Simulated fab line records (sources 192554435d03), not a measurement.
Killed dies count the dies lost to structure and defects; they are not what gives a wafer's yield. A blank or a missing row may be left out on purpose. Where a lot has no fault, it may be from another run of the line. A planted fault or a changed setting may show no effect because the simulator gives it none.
What tool caused it? ; flow n5_finfet ; 27 wafers sampled from 9 lots at 1 step of a route of 1938

WHAT EACH GAUGE READ, for each wafer
N5_BEOL_M4_RC_MEAS_101.
lot;measured;on;DIBL_N (mV/V)
L779;day 8 20:47;prober-02;33.9 35.8 33.0
L782;day 9 23:21;prober-02;34.2 31.3 34.5
L783;day 10 01:47;prober-02;35.0 35.8 33.0
L785;day 10 05:44;prober-01;36.0 38.7 37.0
L786;day 10 11:44;prober-01;34.5 34.3 34.4
L792;day 12 04:16;prober-01;35.6 39.0 35.0
L793;day 12 05:36;prober-01;37.9 37.9 36.9
L799;day 13 23:46;prober-01;39.8 35.9 35.3
L795;day 14 00:33;prober-01;33.4 39.1 38.7

WHICH TOOL RAN EACH LOT (tool, then ch and the chambers of the sampled wafers, then the start)
The record shows no process step preceding these readings.

THE ANSWER, worked out from the rows above alone
Rule: usual is defined by the lots themselves. Put in order of their means at a reading, lots are off if they are a third of the lots or fewer, leave a main group of 4 or more, and stand apart from it by a gap of 3 or more times the standard deviation of the main group's means; of several such gaps the widest counts. The tables above print the reading to a certain number of digits; a main group whose means all agree to those digits is not used. Also off: a lot with no number at a reading for which 4 or more lots have one. All remaining lots with rows at the step are treated as sound.
No lot is off at any reading shown: from this, nothing can be told.

WHAT HAD BEEN PUT IN BY THE SIMULATOR
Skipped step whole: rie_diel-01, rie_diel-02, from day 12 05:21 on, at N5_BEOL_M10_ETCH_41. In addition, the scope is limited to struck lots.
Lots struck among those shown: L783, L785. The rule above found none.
